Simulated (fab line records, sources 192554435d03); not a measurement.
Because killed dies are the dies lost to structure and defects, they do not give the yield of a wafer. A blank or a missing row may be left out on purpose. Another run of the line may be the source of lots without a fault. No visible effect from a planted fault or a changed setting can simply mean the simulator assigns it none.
Struck lot and sound lot, side by side + flow n5-finfet + 16 out of 1938 route steps
Sound: the wafers L797.1, L797.2, L797.6. Struck: wafer L809.3 (L809.1, L809.2, from the same lot, were not struck and are left out); the cause is given at the end.
At each step with rows: each side's tool, then ch and its chambers, then its first start. Under that, the readings that differ: sound wafers + struck wafers + difference of the means + sigmas: that difference in standard deviations of wafers without a fault.
alike: same words and numbers on both sides, and readings whose means sit less than 2 such deviations apart. not compared: any withheld reading, any reading some wafer has no value for, any bound like >300 that may hide the same value, and any number with overlapping values for which the record gives no deviation.
The two part at a step that has a row with sigmas, a row that says differs or no value, or rows on one side only. Numbers that have no deviation but don't overlap get no sigmas and don't part them. Lack of a reading on every wafer of one side parts them only where that side has two or more wafers.

first, 1 step without rows for these wafers: N5_GATE_CUT_ETCH_19 (etches SiNx in CH3F/O2, target depth 53.7 nm, time 76.7 s).
N5_GATE_CUT_CUT_ETCH_53: etches W in SF6/Cl2, target depth 79.2 nm.
  sound on rie-metal-02 ch 0,1, day 4 09:30; struck on rie-metal-02 ch 0, day 7 13:29
  alike: drypump-motor-current-A, etch-rf-on-time-s, oes-product-au, throttle-valve-pct
  not compared: rf-hours-counter-h
N5_GATE_CUT_CUT_ETCH_54: etches TiN in Cl2/BCl3, target depth 96.7 nm.
  sound on rie-metal-02 ch 0,1, day 4 09:34; struck on rie-metal-02 ch 0, day 7 13:32
  alike: bcl3-flow-sccm, drypump-motor-current-A, etch-rf-on-time-s, oes-product-au, throttle-valve-pct
  not compared: rf-hours-counter-h
then, 2 steps without rows for these wafers: N5_GATE_CUT_CUT_ETCH_55 (etches HfO2 in BCl3, target depth 3.2 nm); N5_GATE_CUT_ETCH_47 (etches SiO2 in Cl2/BCl3, target depth 10 nm).
N5_GATE_CUT_VAPOR_ETCH_48: etches TiN in BCl3/Cl2.
  sound on rie-metal-02 ch 0,1, day 4 09:41; struck on rie-metal-02 ch 0, day 7 13:40
  alike: drypump-motor-current-A, oes-product-au
N5_GATE_CUT_VAPOR_ETCH_49: etches TiAlC in BCl3/Cl2.
  sound on rie-metal-02 ch 0,1, day 4 09:43; struck on rie-metal-02 ch 0, day 7 13:41
  alike: drypump-motor-current-A, oes-product-au
then, 4 steps without rows for these wafers: N5_GATE_CUT_VAPOR_ETCH_51 (etches HfO2 in BCl3/Cl2); N5_GATE_CUT_STRIP_21 (strips in N2/H2, time 30 s); N5_GATE_CUT_STRIP_29 (strips in post etch residue remover, time 60 s); N5_GATE_CUT_SRD_52 (time 30 s).
N5_GATE_CUT_ALD_22: deposits SiNx, target thk 16 nm, pulse time 1 s, ald cycles 320.
  sound on ald-sin-02 ch 0,1,2, day 4 09:57; struck on ald-sin-04 ch 2, day 7 14:03
  alike: heater-power-w, precursor-pulse-height-rel
N5_GATE_CUT_CMP_23: polishes, stops on SiO2, t overpolish 23.4 s, target thk 16 nm.
  sound on cmp-01 ch 1,2,3, day 4 11:28; struck on cmp-02 ch 1, day 7 15:32
| reading          | sound             | struck | difference | sigmas |
|------------------|-------------------|--------|------------|--------|
| platen-rpm (rpm) | 51.83 51.81 51.85 | 53.85  | +2.02      | +56    |
  alike: head-pressure-psi, motor-current-A, overpolish-run-s, time-to-endpoint-s
N5_GATE_CUT_THK_MEAS_24:
  sound on film-metro-02, day 4 11:44; struck on film-metro-02, day 7 15:50
  alike: GC_FILL_THK
-- record jumps: 4 days separate the struck wafers' starts on either side; left off in module GATE_CUT, taken up again in module BEOL_M4, whose first shown step is the route's number 1111 --
N5_BEOL_M4_RC_MEAS_101:
  sound on prober-02 ch 0, day 7 12:01; struck on prober-02 ch 0, day 11 06:19
| reading   | sound                | struck | difference | sigmas |
|-----------|----------------------|--------|------------|--------|
| VT_P (mV) | -255.1 -252.4 -253.0 | -246.6 | +6.9       | +2     |
  alike: DIBL_N, DIBL_P, IOFF_N, IOFF_P, ION_N, ION_P, SS_N, SS_P, VT_N
following that, these wafers have no rows for 1 step: N5_PASSIVATION_PROBE_49.

== WHERE THEY PART ==
Earliest at N5_GATE_CUT_CMP_23; latest, in this record, at N5_BEOL_M4_RC_MEAS_101.

WHY: what had been put in by the simulator
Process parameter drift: cmp-02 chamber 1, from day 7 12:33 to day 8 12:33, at N5_GATE_CUT_CMP_23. A move of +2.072 in setting platen-rpm, from 51.8. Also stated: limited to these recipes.
